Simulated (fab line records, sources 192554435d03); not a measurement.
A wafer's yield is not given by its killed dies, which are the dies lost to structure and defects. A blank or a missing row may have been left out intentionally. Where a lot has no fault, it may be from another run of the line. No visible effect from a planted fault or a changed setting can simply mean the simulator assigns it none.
Which tool is to blame? :: flow n5 finfet :: Sampling: 11 lots, 31 wafers, 4 of 1938 route steps

WHAT EACH GAUGE READ, for each wafer
N5_BEOL_M15_THK_MEAS_01.
lot: L730
measured: day 11 05:13
on: film metro-01
M15_ILD_THK (nm): 1611 1633 1633

lot: L733
measured: day 11 06:28
on: film metro-01
M15_ILD_THK (nm): 1643 1630 1662

lot: L734
measured: day 11 20:03
on: film metro-02
M15_ILD_THK (nm): 1589 1618 1615

lot: L739
measured: day 13 12:25
on: film metro-02
M15_ILD_THK (nm): 1640 1257

lot: L741
measured: day 13 20:02
on: film metro-02
M15_ILD_THK (nm): 1643 1251

lot: L740
measured: day 13 23:01
on: film metro-02
M15_ILD_THK (nm): 1611 1631 1244

lot: L744
measured: day 14 18:04
on: film metro-01
M15_ILD_THK (nm): 1612 1640 1675

lot: L750
measured: day 16 09:18
on: film metro-02
M15_ILD_THK (nm): 1647 1660 1673

lot: L751
measured: day 17 02:51
on: film metro-02
M15_ILD_THK (nm): 1627 1658 1649

lot: L753
measured: day 17 17:33
on: film metro-02
M15_ILD_THK (nm): 1627 1615 1641

lot: L752
measured: day 17 19:18
on: film metro-01
M15_ILD_THK (nm): 1600 1619 1621

EACH LOT AND THE TOOL THAT RAN IT (in order: tool; ch and the chambers of the sampled wafers; start)
lot: L730
N5_BEOL_M14_PRE_CLEAN_42: pvd sputter-02, day 11 03:32
N5_BEOL_M14_ANNEAL_48: rtp anneal-02 ch 0, day 11 04:05
N5_BEOL_M15_ILD_DEP_00: pecvd-04 ch 1, day 11 04:52

lot: L733
N5_BEOL_M14_PRE_CLEAN_42: pvd sputter-03, day 11 04:37
N5_BEOL_M14_ANNEAL_48: rtp anneal-01 ch 0, day 11 05:28
N5_BEOL_M15_ILD_DEP_00: pecvd-02 ch 0,2, day 11 06:13

lot: L734
N5_BEOL_M14_PRE_CLEAN_42: pvd sputter-03, day 11 18:24
N5_BEOL_M14_ANNEAL_48: rtp anneal-01 ch 0, day 11 18:55
N5_BEOL_M15_ILD_DEP_00: pecvd-02 ch 0,2, day 11 19:41

lot: L739
N5_BEOL_M14_PRE_CLEAN_42: pvd sputter-02, day 13 10:34
N5_BEOL_M14_ANNEAL_48: rtp anneal-02 ch 0, day 13 11:28
N5_BEOL_M15_ILD_DEP_00: pecvd-02 ch 1,2, day 13 12:10

lot: L741
N5_BEOL_M14_PRE_CLEAN_42: pvd sputter-02, day 13 18:25
N5_BEOL_M14_ANNEAL_48: rtp anneal-02 ch 0, day 13 19:03
N5_BEOL_M15_ILD_DEP_00: pecvd-02 ch 2, day 13 19:47

lot: L740
N5_BEOL_M14_PRE_CLEAN_42: pvd sputter-03, day 13 21:28
N5_BEOL_M14_ANNEAL_48: rtp anneal-02 ch 0, day 13 22:01
N5_BEOL_M15_ILD_DEP_00: pecvd-02 ch 0,1, day 13 22:46

lot: L744
N5_BEOL_M14_PRE_CLEAN_42: pvd sputter-02, day 14 16:17
N5_BEOL_M14_ANNEAL_48: rtp anneal-02 ch 0, day 14 16:53
N5_BEOL_M15_ILD_DEP_00: pecvd-04 ch 0,1,2, day 14 17:49

lot: L750
N5_BEOL_M14_PRE_CLEAN_42: pvd sputter-02, day 16 07:40
N5_BEOL_M14_ANNEAL_48: rtp anneal-02 ch 0, day 16 08:16
N5_BEOL_M15_ILD_DEP_00: pecvd-01 ch 1,2, day 16 09:03

lot: L751
N5_BEOL_M14_PRE_CLEAN_42: pvd sputter-01, day 17 00:10
N5_BEOL_M14_ANNEAL_48: rtp anneal-01 ch 0, day 17 01:47
N5_BEOL_M15_ILD_DEP_00: pecvd-01 ch 0,1, day 17 02:36

lot: L753
N5_BEOL_M14_PRE_CLEAN_42: pvd sputter-03, day 17 15:46
N5_BEOL_M14_ANNEAL_48: rtp anneal-01 ch 0, day 17 16:31
N5_BEOL_M15_ILD_DEP_00: pecvd-01 ch 0,1,2, day 17 17:18

lot: L752
N5_BEOL_M14_PRE_CLEAN_42: pvd sputter-02, day 17 17:43
N5_BEOL_M14_ANNEAL_48: rtp anneal-01 ch 0, day 17 18:14
N5_BEOL_M15_ILD_DEP_00: pecvd-02 ch 1,2, day 17 19:03
- N5_BEOL_M14_PRE_CLEAN_42: time 30 s.
- N5_BEOL_M14_ANNEAL_48: time 90 s.
- N5_BEOL_M15_ILD_DEP_00: deposits SiO2 from TEOS/O2, target thk 1629.3 nm, time 346.1 s.

THE ANSWER, worked out from the rows above alone
Rule: usual is defined by the lots themselves. The widest of any qualifying gaps counts: lots, ordered by their means at a reading, are off when they make up no more than a third of the lots, leave a main group of 4 or more, and stand apart from it by 3 or more times the standard deviation of that group's means. If all means in a main group match to the digits the tables above print for the reading, that group is not used. Also off: a lot with no number at a reading for which 4 or more lots have one. All remaining lots with rows at the step are treated as sound.
Off: L739, L741, L740, seen at N5_BEOL_M15_THK_MEAS_01 (M15_ILD_THK). Main group: mean 1633 nm, sd 17.
If a tool, at a process step before that reading, ran all the lots that are off and no sound lot after the first of them, it fits. Gauges at N5_BEOL_M15_THK_MEAS_01: tried the same way as those tools. Of those tried, none fits.

WHAT THE SIMULATOR PUT IN
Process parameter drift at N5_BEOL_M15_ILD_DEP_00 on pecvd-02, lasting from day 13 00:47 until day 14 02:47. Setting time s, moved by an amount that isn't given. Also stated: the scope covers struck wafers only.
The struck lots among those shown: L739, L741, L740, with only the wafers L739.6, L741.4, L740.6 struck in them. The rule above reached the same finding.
